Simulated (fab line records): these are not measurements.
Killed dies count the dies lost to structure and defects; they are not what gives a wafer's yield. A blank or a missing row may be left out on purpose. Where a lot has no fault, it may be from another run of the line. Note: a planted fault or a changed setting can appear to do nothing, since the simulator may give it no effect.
Split-lot experiment -- flow n5-finfet -- 39 wafers read from 7 lots, route of 1938 steps

== ABOUT THE SPLIT ==
At N5_MOL_CONTACT_COAG_ETCH_91 (etches SOC in N2/H2, target depth 60 nm, overetch 21 nm, time 101.2 s), the setting target-depth-a was moved away from the recipe's 600 angstrom on 12 of the 39 wafers read, by -40.9% to +54.3%. This setting was run at the recipe's value on the other wafers.

The reading comes from the split's own step.

== THE READING ==
SiARC_of_MOL_CONTACT_COAG_COAT_76.thk-nm (the simulator's own value, which no gauge read), in nm, at N5_MOL_CONTACT_COAG_ETCH_91 (etches SOC in N2/H2, target depth 60 nm, overetch 21 nm, time 101.2 s). There is no usual value for it anywhere in the file. Here, 27 wafers ran the recipe; their average is 5.9 nm with a standard deviation of 0.1 nm.

wafer,"tool, chamber at the split","target-depth-a as run, angstrom",against the recipe,"SiARC_of_MOL_CONTACT_COAG_COAT_76.thk-nm, nm",against lot-mates on the recipe
L074.1,"rie-diel-02, 0,3,0",435.9,-27.4%,6.8,+0.9
L074.4,"rie-diel-02, 0,3,0",435.9,-27.4%,6.8,+0.9
L074.6,"rie-diel-02, 0,3,0",435.9,-27.4%,6.8,+0.9
L074.2,"rie-diel-02, 2,1",600,recipe,6,-
L074.3,"rie-diel-02, 2,1",600,recipe,6,-
L074.5,"rie-diel-02, 3",600,recipe,5.8,-
L080.1,"rie-diel-02, 3,0",354.6,-40.9%,7,+1.2
L080.4,"rie-diel-02, 3,0",354.6,-40.9%,7,+1.2
L080.2,"rie-diel-02, 1,2,2",600,recipe,5.8,-
L080.3,"rie-diel-02, 1,2,2",600,recipe,5.8,-
L080.6,"rie-diel-02, 1,2,2",600,recipe,5.8,-
L080.5,"rie-diel-02, 1",354.6,-40.9%,7.2,+1.4
L085.1,"rie-diel-02, 1,1,0",925.6,+54.3%,4.2,-1.6
L085.5,"rie-diel-02, 1,1,0",925.6,+54.3%,4.2,-1.6
L085.6,"rie-diel-02, 1,1,0",925.6,+54.3%,4.2,-1.6
L085.2,"rie-diel-02, 3,2,0",600,recipe,5.8,-
L085.3,"rie-diel-02, 3,2,0",600,recipe,5.8,-
L085.4,"rie-diel-02, 3,2,0",600,recipe,5.8,-
L089.1,"rie-diel-02, 0",600,recipe,5.8,-
L089.5,"rie-diel-02, 0",600,recipe,5.8,-
L089.2,"rie-diel-02, 2,1,3,3",600,recipe,6,-
L089.3,"rie-diel-02, 2,1,3,3",600,recipe,6,-
L089.4,"rie-diel-02, 2,1,3,3",600,recipe,6,-
L089.6,"rie-diel-02, 2,1,3,3",600,recipe,6,-
L091.1,"rie-diel-02, 2,1",832.5,+38.7%,4.8,-1.2
L091.6,"rie-diel-02, 2,1",832.5,+38.7%,4.8,-1.2
L091.2,"rie-diel-02, 3,0,1",600,recipe,6,-
L091.3,"rie-diel-02, 3,0,1",600,recipe,6,-
L091.4,"rie-diel-02, 3,0,1",600,recipe,6,-
L091.5,"rie-diel-02, 0",832.5,+38.7%,4.6,-1.4
L093.1,"rie-diel-02, 3,2,0",600,recipe,5.8,-
L093.3,"rie-diel-02, 3,2,0",600,recipe,5.8,-
L093.4,"rie-diel-02, 3,2,0",600,recipe,5.8,-
L097.1,"rie-diel-02, 3,2,1,2",600,recipe,6,-
L097.2,"rie-diel-02, 3,2,1,2",600,recipe,6,-
L097.4,"rie-diel-02, 3,2,1,2",600,recipe,6,-
L097.6,"rie-diel-02, 3,2,1,2",600,recipe,6,-
L097.3,"rie-diel-02, 0,3",600,recipe,5.8,-
L097.5,"rie-diel-02, 0,3",600,recipe,5.8,-
Rows listing several chambers each stand for several wafers; the file does not say which wafer went through which chamber.

FIT RESULTS
A straight line over all 39 wafers: SiARC_of_MOL_CONTACT_COAG_COAT_76.thk-nm changes by -0.0305 nm for each +1% of target-depth-a; r = -0.99; the points scatter about the line by 0.099 nm.
The same after taking each lot's own level away (the mean of its wafers on the recipe; 39 wafers): -0.0308 nm for each +1%; r = -0.99; scatter 0.077 nm.
According to that fit, moving target-depth-a by its largest amount changes the reading by 1.7 nm.
The lots' own levels span 5.80 to 6.00 nm, that is 2.0 times the standard deviation above.
Consequently the slope shifts little with the lot-to-lot level, the two slopes agreeing.
Check: for one of the wafers moved furthest among these (+54.3%), held out of the fit, the line's prediction against its lot-mates is -1.68 nm. Against them it came out at -1.6 nm.

== ADDITIONAL SPLITS CARRIED BY THESE WAFERS ==
Other splits were also applied to these wafers ahead of the reading. Each is held against what the fit with the lots' levels taken away leaves over:
other split on the same wafers,wafers away from the commonest value,r with SiARC_of_MOL_CONTACT_COAG_COAT_76.thk-nm (lot level and that fit taken away)
N5_FIN_SAQP_HM_DEP_03 time-s,15,+0.05
N5_SD_EPI_N_EPI_21 time-s,6,+0.10
N5_HKMG_FIN_NWFM_ALD_20 ald-cycles,12,+0.07

== THE FILE'S OWN FIT ==
SiARC_of_MOL_CONTACT_COAG_COAT_76.thk-nm changes by -0.0308 nm for each +1% of target-depth-a, r = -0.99.
